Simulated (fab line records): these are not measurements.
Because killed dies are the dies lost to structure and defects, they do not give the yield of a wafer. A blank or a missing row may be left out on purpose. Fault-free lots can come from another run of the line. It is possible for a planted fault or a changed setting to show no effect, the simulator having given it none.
fab line records    flow n5-finfet
record: lots: 12  wafers: 33  last-day: 17
route steps=1938 shown BEOL_M3@1010 TV_OPEN@1890 PAD_METAL@1894 PASSIVATION@1930
lots that met no fault: taken from a fault-free run of the same line
start-h: hours from the record's opening day to when the first of the lot's shown wafers began    wait-h: hours from the lot's prior step to this one    " as in the row above    L1.1+2: several wafers, shown together as one row    - no value present, or no start provided    * or withheld: withheld    < > ~ a bound
route shown NAME@n: a module of which the file shows steps, and the number in the route of the first    usual: mean and standard deviation over wafers with no fault    same: alike in all rows    chamber/n: place in a boat    sites: readings site by site    _std_site: the standard deviation of these    _edge_site: outer sites' mean less inner sites'    radius-mm: how far each site lies from the wafer's centre    mask NAME#n: copy n    behind: the tool/chamber that last shaped the wafer    hold: the reason the lot was held/the length of the hold in hours/how it ended    device: transistor that didn't switch, given as n, p or np    end of line: the route-end tests of the same wafers    a step with no rows: only its recipe    killed: dies lost to structure and defects at the first sort, not the wafer's yield    map: a wafer's dies, marking killed ones x, the rest . and places with no die _
set.NAME: the setting the step ran with; set.NAME@STEP: the setting that earlier step ran with    model.NAME: the simulator's own value behind a step, which no gauge read
a sample of lots followed through the steps of the route, with each step as a table and each wafer as a row
services: a tool's chamber out of use, with start hour (start-h, from the record's first day; less than 0 if before it), hours out, and reason
== steps ==
step: N5_BEOL_M3_SPUTTER_96
recipe: material: Cu  target-thk-a: 45  temp-c: -20  chamber-pressure-pa: 0.07  power-w: withheld  time-s: 8.29
usual: throttle-valve-pct: 29.5/1.2
lot.wafer  tool            chamber  start-h  wait-h  throttle-valve-pct
L666.3     pvd-sputter-01  -        161.49   0.1     28.2
L666.5     "               -        "        "       28.1
L667.1     pvd-sputter-03  -        166.98   0.1     29.0
L667.3     "               -        "        "       29.2
L667.5     "               -        "        "       31.9
L670.4     pvd-sputter-02  -        178.41   0.1     30.8
L670.5     "               -        "        "       27.8
L670.6     "               -        "        "       28.9
L671.4     pvd-sputter-02  -        192.13   0.1     29.0
L671.5     "               -        "        "       28.6
L671.6     "               -        "        "       28.2
L669.1     pvd-sputter-03  -        192.23   0.1     28.8
L669.4     "               -        "        "       31.4
L669.5     "               -        "        "       28.9
L673.2     pvd-sputter-03  -        198.28   0.1     29.5
L673.5     "               -        "        "       29.5
L672.2     pvd-sputter-03  -        204.88   0.1     28.7
L672.3     "               -        "        "       31.5
L672.6     "               -        "        "       31.4
L676.1     pvd-sputter-02  -        230.44   0.1     29.0
L676.2     "               -        "        "       30.6
L676.3     "               -        "        "       28.6
L677.3     pvd-sputter-02  -        232.32   0.1     29.0
L677.4     "               -        "        "       28.2
L677.6     "               -        "        "       28.3
L679.1     pvd-sputter-03  -        237.39   0.1     29.4
L679.2     "               -        "        "       28.9
L685.1     pvd-sputter-03  -        274.93   0.1     31.9
L685.3     "               -        "        "       28.8
L685.4     "               -        "        "       31.6
L684.3     pvd-sputter-03  -        278.75   0.1     29.5
L684.4     "               -        "        "       28.9
L684.5     "               -        "        "       28.9
step: N5_PASSIVATION_ETCH_15
recipe: chemistry: CF4/N2  target: SiCN  target-depth-a: 750  taper-deg: 2  time-s: 81.2  ion-energy-ev: 150  mask-material: SiNx  pressure-mtorr: 40  source-w: 430  bias-w: 70  Ar_flow_sccm: 100  cf4-flow-sccm: 60  n2-flow-sccm: 60
usual: drypump-motor-current-A: 5.6/0.48  oes-product-au: 0.79/0.077  rf-vpp-V: 383.2/1.8  showerhead-plenum-p-Torr: 2.24/0.061  throttle-valve-pct: 15.38/0.17
lot.wafer  tool         chamber  start-h  wait-h  drypump-motor-current-A  oes-product-au  rf-hours-counter-h  rf-vpp-V  showerhead-plenum-p-Torr  throttle-valve-pct
L666.3     rie-diel-03  3        -        -       5.2                      0.92            5                   382.7     2.18                      15.22
L666.5     "            3        "        "       5.2                      0.93            -                   382.8     2.18                      15.22
L667.1     rie-diel-03  3        -        -       5.2                      0.91            8                   382.0     2.18                      15.21
L667.3     "            1        "        "       5.3                      0.78            89                  385.4     2.32                      15.42
L667.5     "            3        "        "       5.2                      0.92            -                   380.9     2.18                      15.22
L670.4     rie-diel-05  3        -        -       5.3                      0.79            98                  383.0     2.24                      15.39
L670.5     "            1        "        "       6.4                      0.94            -                   385.2     2.26                      15.28
L670.6     "            2        "        "       5.2                      0.68            -                   383.8     2.27                      15.73
L669.1     rie-diel-04  2        -        -       6.6                      0.76            187                 380.2     2.10                      15.56
L669.4     "            1        "        "       6.2                      0.79            101                 386.7     2.30                      15.45
L669.5     "            1        "        "       6.2                      0.79            -                   383.1     2.30                      15.46
L671.4     rie-diel-05  3        -        -       5.2                      0.79            101                 384.4     2.24                      15.38
L671.5     "            0        "        "       5.5                      0.71            -                   382.7     2.28                      15.30
L671.6     "            1        "        "       6.4                      0.92            -                   381.7     2.26                      15.29
L672.2     rie-diel-05  1        -        -       6.4                      0.92            13                  384.0     2.26                      15.30
L672.3     "            3        "        "       5.3                      0.78            101                 382.9     2.24                      15.39
L672.6     "            2        "        "       5.2                      0.66            -                   382.1     2.27                      15.76
L673.2     rie-diel-05  2        -        -       5.2                      0.66            241                 384.2     2.27                      15.75
L673.5     "            2        "        "       5.2                      0.67            -                   383.8     2.27                      15.76
L677.3     rie-diel-03  2        -        -       5.7                      0.82            95                  385.2     2.31                      15.26
L677.4     "            2        "        "       5.7                      0.81            -                   384.7     2.31                      15.27
L677.6     "            1        "        "       5.3                      0.78            -                   384.6     2.32                      15.42
L676.1     rie-diel-05  1        -        -       6.4                      0.90            23                  382.9     2.25                      15.32
L676.2     "            2        "        "       5.1                      0.66            248                 383.6     2.26                      15.75
L676.3     "            3        "        "       5.3                      0.78            113                 382.1     2.23                      15.41
L679.1     rie-diel-05  0        -        -       5.5                      0.69            227                 382.5     2.27                      15.33
L679.2     "            3        "        "       5.2                      0.77            120                 383.7     2.23                      15.42
L685.1     rie-diel-03  1        -        -       5.3                      0.76            116                 384.2     2.31                      15.48
L685.3     "            0        "        "       6.1                      0.84            67                  380.5     2.15                      15.43
L685.4     "            2        "        "       5.7                      0.80            114                 383.4     2.30                      15.30
L684.3     rie-diel-05  1        -        -       6.4                      0.86            43                  383.5     2.25                      15.36
L684.4     "            2        "        "       5.2                      0.94            9                   383.8     2.26                      15.27
L684.5     "            0        "        "       5.5                      0.68            -                   384.9     2.27                      15.37
step: N5_PASSIVATION_PRE_CLEAN_19
recipe: gas: H2/He  time-s: *  temp-c: *
usual: heater-power-w: 479/73
lot.wafer  tool            chamber  start-h  wait-h  heater-power-w
L666.3     pvd-sputter-03  -        266.13   0.0     504
L666.5     "               -        "        "       490
L667.1     pvd-sputter-02  -        276.17   0.0     420
L667.3     "               -        "        "       451
L667.5     "               -        "        "       645
L670.4     pvd-sputter-02  -        299.93   0.0     406
L670.5     "               -        "        "       424
L670.6     "               -        "        "       442
L669.1     pvd-sputter-02  -        300.47   0.0     448
L669.4     "               -        "        "       655
L669.5     "               -        "        "       426
L671.4     pvd-sputter-01  -        304.74   0.0     528
L671.5     "               -        "        "       492
L671.6     "               -        "        "       522
L672.2     pvd-sputter-02  -        307.71   0.0     423
L672.3     "               -        "        "       414
L672.6     "               -        "        "       426
L673.2     pvd-sputter-02  -        316.81   0.0     636
L673.5     "               -        "        "       430
L677.3     pvd-sputter-02  -        341.05   0.0     642
L677.4     "               -        "        "       425
L677.6     "               -        "        "       412
L676.1     pvd-sputter-03  -        345.25   0.0     413
L676.2     "               -        "        "       478
L676.3     "               -        "        "       486
L679.1     pvd-sputter-01  -        367.38   0.0     518
L679.2     "               -        "        "       513
L685.1     pvd-sputter-03  -        389.66   0.0     484
L685.3     "               -        "        "       497
L685.4     "               -        "        "       501
L684.3     pvd-sputter-02  -        402.62   0.0     649
L684.4     "               -        "        "       421
L684.5     "               -        "        "       639
step: N5_PASSIVATION_ETCH_54
recipe: chemistry: CHF3/O2  target: SiO2  target-depth-a: 8800  CHF3_flow_sccm: 50  O2_flow_sccm: 5  Ar_flow_sccm: 200  time-s: 440  mask-material: PR  pressure-mtorr: 30  source-w: 650  bias-w: 170  ion-energy-ev: 200
usual: drypump-motor-current-A: 5.6/0.31  oes-product-au: 0.80/0.058  rf-vpp-V: 524/14  showerhead-plenum-p-Torr: 2.40/0.093  throttle-valve-pct: 18.8/0.32
lot.wafer  tool         chamber  start-h  wait-h  drypump-motor-current-A  oes-product-au  rf-hours-counter-h  rf-vpp-V  showerhead-plenum-p-Torr  throttle-valve-pct
L666.3     rie-diel-01  1        268.83   0.1     5.5                      0.88            37                  524       2.43                      18.5
L666.5     "            1        "        "       5.5                      0.88            -                   524       2.43                      18.5
L667.1     rie-diel-06  2        279.34   0.1     5.1                      0.84            68                  538       2.43                      18.7
L667.3     "            3        "        "       5.3                      0.81            101                 550       2.36                      19.3
L667.5     "            2        "        "       5.1                      0.84            -                   538       2.43                      18.7
L670.4     rie-diel-02  0        302.62   0.1     6.0                      0.80            117                 536       2.42                      18.9
L670.5     "            2        "        "       5.4                      0.83            -                   517       2.31                      18.3
L670.6     "            3        "        "       6.1                      0.69            -                   520       2.35                      18.6
L669.1     rie-diel-06  0        303.44   0.1     5.7                      0.70            204                 501       2.28                      19.1
L669.4     "            3        "        "       5.3                      0.80            108                 550       2.36                      19.3
L669.5     "            2        "        "       5.1                      0.82            -                   537       2.42                      18.7
L671.4     rie-diel-06  3        307.64   0.1     5.3                      0.80            -                   549       2.36                      19.3
L671.5     "            1        "        "       5.9                      0.83            -                   517       2.54                      18.5
L671.6     "            2        "        "       5.2                      0.82            -                   538       2.42                      18.7
L672.2     rie-diel-06  1        310.64   0.1     6.0                      0.82            93                  519       2.54                      18.6
L672.3     "            0        "        "       5.7                      0.71            205                 501       2.28                      19.1
L672.6     "            0        "        "       5.7                      0.70            -                   501       2.28                      19.2
L673.2     rie-diel-06  3        320.03   0.1     5.3                      0.80            115                 550       2.36                      19.3
L673.5     "            3        "        "       5.3                      0.80            -                   548       2.36                      19.3
L677.3     rie-diel-06  1        343.74   0.1     6.0                      0.81            103                 519       2.54                      18.6
L677.4     "            2        "        "       5.1                      0.82            -                   537       2.42                      18.8
L677.6     "            3        "        "       5.3                      0.79            -                   550       2.36                      19.3
L676.1     rie-diel-02  0        348.63   0.1     6.0                      0.78            130                 538       2.41                      18.9
L676.2     "            2        "        "       5.4                      0.82            78                  520       2.31                      18.3
L676.3     "            3        "        "       6.1                      0.68            244                 523       2.35                      18.6
L679.1     rie-diel-06  1        370.20   0.1     6.0                      0.80            114                 518       2.53                      18.6
L679.2     "            0        "        "       5.7                      0.70            222                 501       2.27                      19.2
L685.1     rie-diel-02  2        392.72   0.1     5.3                      0.80            95                  518       2.30                      18.3
L685.3     "            1        "        "       5.6                      0.82            88                  514       2.53                      18.6
L685.4     "            3        "        "       6.1                      0.98            1                   521       2.34                      18.3
L684.3     rie-diel-02  0        406.04   0.1     5.9                      0.76            153                 537       2.40                      19.0
L684.4     "            1        "        "       5.6                      0.82            93                  514       2.53                      18.6
L684.5     "            2        "        "       5.3                      0.80            -                   519       2.30                      18.3
step: N5_PASSIVATION_PROBE_49
usual: defect-limited-yield: 91.4/1.4  killed_at_M0_to_M3: 33/10  killed_at_M4_up: 14/6.1  killed-at-contacts: 14/6.1  killed-at-front-end: 38/9.7  killed-at-other: 3.1/2.9  killed-dies: 102/17  killed-open: 67/13  killed-short: 32/8  sort_bin_5_function: 5.1/0.94  sort_bin_6_memory: 3.2/0.68  sort_bin_8_speed: 0.02/0.17  sort-n-pass: 1078/17  sort-yield-pct: 91.3/1.5
same: gross-dies: 1180  killed-at-back-side: 0  sort_bin_4_leakage[%]: 0
lot.wafer  tool       chamber  start-h  wait-h  defect-limited-yield[%]  killed_at_M0_to_M3  killed_at_M4_up  killed-at-contacts  killed-at-front-end  killed-at-other  killed-dies  killed-open  killed-short  sort_bin_5_function[%]  sort_bin_6_memory[%]  sort_bin_8_speed[%]  sort-n-pass  sort-yield-pct[%]
L667.1     prober-01  -        282.13   0.0     95.1                     15                  14               10                  19                   0                58           41           16            3.1                     1.7                   0                    1122         95.1
L667.3     prober-01  -        282.23   0.1     91.8                     27                  10               16                  38                   6                97           69           28            4.2                     3.6                   0                    1083         91.8
L667.5     prober-01  -        282.33   0.2     91.6                     29                  10               23                  30                   7                99           74           25            4.7                     3.3                   0                    1081         91.6
L670.4     prober-01  -        305.55   0.2     91.9                     23                  16               8                   49                   0                96           61           35            5.0                     3.1                   0                    1084         91.9
L670.5     prober-01  -        305.60   0.2     91.1                     32                  21               12                  40                   0                105          67           38            5.1                     3.6                   0                    1075         91.1
L670.6     prober-01  -        305.65   0.3     91.9                     27                  9                9                   46                   5                96           68           28            5.1                     2.9                   0                    1084         91.9
L669.1     prober-02  -        306.65   0.0     91.2                     25                  29               17                  32                   1                104          73           29            5.7                     2.7                   0                    1076         91.2
L669.4     prober-02  -        306.80   0.2     92.5                     22                  11               23                  32                   1                89           69           19            4.6                     2.8                   0                    1091         92.5
L669.5     prober-02  -        306.85   0.2     90.2                     40                  10               14                  50                   2                116          81           35            5.3                     4.2                   0                    1064         90.2
L677.4     prober-01  -        346.68   0.2     91.1                     36                  10               16                  40                   3                105          63           36            5.2                     2.5                   0                    1075         91.1
L676.1     prober-02  -        352.11   0.0     89.2                     31                  21               31                  44                   0                127          93           33            6.2                     4.2                   0                    1053         89.2
L676.2     prober-02  -        352.16   0.1     91.0                     32                  13               14                  47                   0                106          65           41            5.5                     3.2                   0                    1074         91.0
L676.3     prober-02  -        352.21   0.1     89.1                     43                  15               26                  44                   1                129          87           42            6.6                     4.1                   0                    1051         89.1
L679.1     prober-02  -        373.02   0.0     90.7                     48                  13               15                  29                   5                110          69           41            6.1                     3.0                   0                    1070         90.7
L679.2     prober-02  -        373.07   0.1     95.3                     22                  9                7                   15                   2                55           36           19            3.1                     1.4                   0                    1125         95.3
L685.1     prober-01  -        395.50   0.0     77.8                     190                 18               14                  34                   6                262          69           46            13.2                    5.1                   0.25                 915          77.5
L685.3     prober-01  -        395.60   0.1     79.3                     189                 13               11                  28                   3                244          62           20            12.7                    3.7                   0                    936          79.3
L685.4     prober-01  -        395.65   0.2     84.9                     125                 8                10                  33                   2                178          51           34            8.2                     3.2                   0                    1002         84.9
L684.3     prober-02  -        408.95   0.1     79.3                     179                 19               16                  28                   2                244          55           28            12.2                    3.9                   0                    936          79.3
L684.4     prober-02  -        409.00   0.2     81.4                     184                 6                6                   19                   4                219          44           21            10.6                    3.3                   0                    961          81.4
L684.5     prober-02  -        409.05   0.2     81.4                     176                 11               10                  18                   4                219          44           18            10.9                    3.2                   0                    961          81.4
killed by level:class
L667.1 MOL_CONTACT_COAG:geometric-particle:open=8 BEOL_M4:geometric-particle:open=5 BEOL_M0_SAQP:geometric-particle:open=4 BEOL_M1:geometric-particle:open=4 FIN_SAQP:geometric-particle:open=3 DUMMY_GATE:geometric-particle:open=3 GATE_CUT:geometric-particle:open=3 STARTING-WAFER:geometric-particle:short=3
L667.3 MOL_CONTACT_COAG:geometric-particle:open=13 BEOL_M0_SAQP:geometric-particle:open=10 STI_FIN_REVEAL:geometric-particle:open=8 BEOL_M0_SAQP:geometric-particle:short=8 DUMMY_GATE:geometric-particle:open=6 FIN_SAQP:geometric-particle:open=4 BEOL_M3:geometric-particle:open=4 STARTING-WAFER:geometric-particle:open=4
L667.5 MOL_CONTACT_COAG:geometric-particle:open=16 BEOL_M1:geometric-particle:open=12 STI_FIN_REVEAL:geometric-particle:open=9 MOL_CONTACT_COAG:geometric-particle:short=7 BEOL_M0_SAQP:geometric-particle:open=7 BEOL_M3:geometric-particle:open=4 STARTING-WAFER:geometric-particle:short=4 FIN_SAQP:geometric-particle:open=3
L670.4 FIN_SAQP:geometric-particle:short=12 BEOL_M4:geometric-particle:open=10 BEOL_M1:geometric-particle:open=7 STI_FIN_REVEAL:geometric-particle:open=6 MOL_CONTACT_COAG:geometric-particle:open=5 DUMMY_GATE:geometric-particle:open=4 GATE_CUT:geometric-particle:short=4 GATE_CUT:geometric-particle:open=4
L670.5 STI_FIN_REVEAL:geometric-particle:open=14 BEOL_M4:geometric-particle:open=14 BEOL_M0_SAQP:geometric-particle:open=9 BEOL_M0_SAQP:geometric-particle:short=8 MOL_CONTACT_COAG:geometric-particle:short=6 MOL_CONTACT_COAG:geometric-particle:open=6 FIN_SAQP:geometric-particle:short=4 DUMMY_GATE:geometric-particle:short=4
L670.6 STI_FIN_REVEAL:geometric-particle:open=14 MOL_CONTACT_COAG:geometric-particle:open=9 ILD0:geometric-particle:short=6 FIN_SAQP:geometric-particle:open=5 BEOL_M3:geometric-particle:open=5 DUMMY_GATE:geometric-particle:open=4 ILD0:geometric-particle:open=4 BEOL_M0_SAQP:geometric-particle:open=4
L669.1 BEOL_M4:geometric-particle:open=16 MOL_CONTACT_COAG:geometric-particle:open=14 STI_FIN_REVEAL:geometric-particle:open=9 FIN_SAQP:geometric-particle:open=8 BEOL_M0_SAQP:geometric-particle:short=7 BEOL_M1:geometric-particle:open=6 BEOL_M0_SAQP:geometric-particle:open=5 BEOL_M4:geometric-particle:short=5
L669.4 MOL_CONTACT_COAG:geometric-particle:open=21 STI_FIN_REVEAL:geometric-particle:open=11 BEOL_M3:geometric-particle:open=6 FIN_SAQP:geometric-particle:open=5 BEOL_M0_SAQP:geometric-particle:open=5 BEOL_M4:geometric-particle:open=5 FIN_SAQP:geometric-particle:short=3 GATE_CUT:geometric-particle:short=3
L669.5 STI_FIN_REVEAL:geometric-particle:open=22 BEOL_M1:geometric-particle:open=12 MOL_CONTACT_COAG:geometric-particle:open=11 FIN_SAQP:geometric-particle:short=8 BEOL_M3:geometric-particle:open=8 FIN_SAQP:geometric-particle:open=5 STARTING-WAFER:geometric-particle:short=5 BEOL_M0_SAQP:geometric-particle:short=5
L677.4 BEOL_M2:geometric-particle:open=11 MOL_CONTACT_COAG:geometric-particle:open=10 STI_FIN_REVEAL:geometric-particle:open=7 DUMMY_GATE:geometric-particle:open=7 MOL_CONTACT_COAG:geometric-particle:short=6 BEOL_M0_SAQP:geometric-particle:open=6 BEOL_M3:geometric-particle:open=6 BEOL_M4:geometric-particle:short=5
L676.1 MOL_CONTACT_COAG:geometric-particle:open=28 FIN_SAQP:geometric-particle:open=12 FIN_SAQP:geometric-particle:short=8 DUMMY_GATE:geometric-particle:open=7 BEOL_M3:geometric-particle:open=7 BEOL_M4:geometric-particle:open=7 GATE_CUT:geometric-particle:short=5 BEOL_M0_SAQP:geometric-particle:short=5
L676.2 FIN_SAQP:geometric-particle:short=15 MOL_CONTACT_COAG:geometric-particle:open=12 FIN_SAQP:geometric-particle:open=7 BEOL_M0:geometric-particle:open=7 BEOL_M0_SAQP:geometric-particle:short=6 STARTING-WAFER:geometric-particle:short=5 DUMMY_GATE:geometric-particle:open=4 BEOL_M3:geometric-particle:open=4
L676.3 MOL_CONTACT_COAG:geometric-particle:open=21 BEOL_M0_SAQP:geometric-particle:open=12 STI_FIN_REVEAL:geometric-particle:open=9 BEOL_M0_SAQP:geometric-particle:short=9 BEOL_M1:geometric-particle:open=8 MOL_CONTACT_COAG:geometric-particle:short=5 BEOL_M2:geometric-particle:open=5 BEOL_M4:geometric-particle:open=5
L679.1 BEOL_M2:geometric-particle:open=11 BEOL_M0_SAQP:geometric-particle:short=9 MOL_CONTACT_COAG:geometric-particle:open=9 BEOL_M0_SAQP:geometric-particle:open=7 MOL_CONTACT_COAG:geometric-particle:short=6 BEOL_M3:geometric-particle:open=6 BEOL_M4:geometric-particle:open=5 STI_FIN_REVEAL:geometric-particle:open=4
L679.2 MOL_CONTACT_COAG:geometric-particle:open=6 DUMMY_GATE:geometric-particle:open=5 BEOL_M1:geometric-particle:open=5 BEOL_M2:geometric-particle:open=4 DUMMY_GATE:geometric-particle:short=3 BEOL_M0_SAQP:geometric-particle:short=3 BEOL_M0_SAQP:geometric-particle:open=3 BEOL_M3:geometric-particle:short=3
L685.1 BEOL_M3:unspecified=147 MOL_CONTACT_COAG:geometric-particle:open=12 BEOL_M3:geometric-particle:open=11 STI_FIN_REVEAL:geometric-particle:open=7 BEOL_M4:geometric-particle:open=7 GATE_CUT:geometric-particle:short=6 BEOL_M0_SAQP:geometric-particle:short=6 BEOL_M1:geometric-particle:open=6
L685.3 BEOL_M3:unspecified=161 STI_FIN_REVEAL:geometric-particle:open=11 MOL_CONTACT_COAG:geometric-particle:open=9 BEOL_M3:geometric-particle:open=6 BEOL_M4:geometric-particle:open=6 BEOL_M0_SAQP:geometric-particle:open=5 BEOL_M0_SAQP:geometric-particle:short=5 BEOL_M1:geometric-particle:open=4
L685.4 BEOL_M3:unspecified=87 FIN_SAQP:geometric-particle:short=12 BEOL_M3:geometric-particle:open=12 BEOL_M2:geometric-particle:open=8 BEOL_M0_SAQP:geometric-particle:short=7 BEOL_M0_SAQP:geometric-particle:open=7 MOL_CONTACT_COAG:geometric-particle:open=6 HKMG_FIN:area-etch=6
L684.3 BEOL_M3:unspecified=151 MOL_CONTACT_COAG:geometric-particle:open=14 BEOL_M4:geometric-particle:open=8 BEOL_M0_SAQP:geometric-particle:short=7 BEOL_M1:geometric-particle:open=6 HKMG_FIN:area-etch=6 BEOL_M0_SAQP:geometric-particle:open=5 BEOL_M3:geometric-particle:open=5
L684.4 BEOL_M3:unspecified=153 BEOL_M1:geometric-particle:open=9 BEOL_M0_SAQP:geometric-particle:short=8 FIN_SAQP:geometric-particle:open=6 BEOL_M3:geometric-particle:open=6 MOL_CONTACT_COAG:geometric-particle:open=5 DUMMY_GATE:geometric-particle:open=4 BEOL_M2:geometric-particle:open=3
L684.5 BEOL_M3:unspecified=151 BEOL_M2:geometric-particle:open=10 BEOL_M4:geometric-particle:open=7 MOL_CONTACT_COAG:geometric-particle:open=5 BEOL_M1:geometric-particle:open=5 GATE_CUT:geometric-particle:short=4 FIN_SAQP:geometric-particle:open=3 STI_FIN_REVEAL:geometric-particle:short=3
== services ==
tool            chamber  start-h  hours  kind
rie-diel-04     3        137.60   7.0    repair
rie-diel-06     -        140.11   2.3    repair
rie-diel-01     0        144.40   8.7    repair
rie-diel-03     -        157.63   0.1    repair
rie-diel-05     1        164.37   3.9    repair
rie-diel-03     3        179.41   1.8    repair
rie-diel-02     2        227.14   8.3    repair
rie-diel-03     -        280.32   19.4   repair
rie-diel-06     1        284.61   7.2    repair
rie-diel-03     -        299.88   14.6   pm
rie-diel-04     -        301.97   0.1    repair
pvd-sputter-01  -        305.83   20.9   repair
rie-diel-06     0        306.58   3.3    repair
rie-diel-03     1        325.29   11.4   repair
rie-diel-02     -        325.71   1.2    repair
rie-diel-02     0        334.02   2.4    repair
rie-diel-03     3        338.91   35.9   repair
rie-diel-06     0        342.52   8.6    repair
pvd-sputter-02  -        349.46   4.3    repair
rie-diel-02     1        365.64   5.6    repair
rie-diel-04     -        380.25   14.6   pm
rie-diel-01     2        389.36   7.1    repair
rie-diel-06     0        389.43   6.0    repair
rie-diel-01     0        389.72   18.9   repair
== key ==
first-sign: step: N5_PASSIVATION_PROBE_49  reading: killed_at_M0_to_M3  direction: up  sigmas: 14  usual: 33  struck: 174
effect: step: N5_PASSIVATION_PROBE_49  reading: killed-dies  direction: up  sigmas: 7.4  usual: 102  struck: 228
more-kills-born-at: N5_BEOL_M3_SPUTTER_96@pvd-sputter-03: 850
met-at N5_BEOL_M3_SPUTTER_96
struck-lots L684,L685
not-acting-at N5_PASSIVATION_ETCH_15,N5_PASSIVATION_PRE_CLEAN_19,N5_PASSIVATION_ETCH_54
onset-between 237.39 274.93
also-fits time
fault: kind: chamber-particle-source  tool: pvd-sputter-03  chamber: -  onset-h: 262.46  steps: N5_BEOL_M3_SPUTTER_96  rate-per-visit-cm2: 2.1651  end-h: 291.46
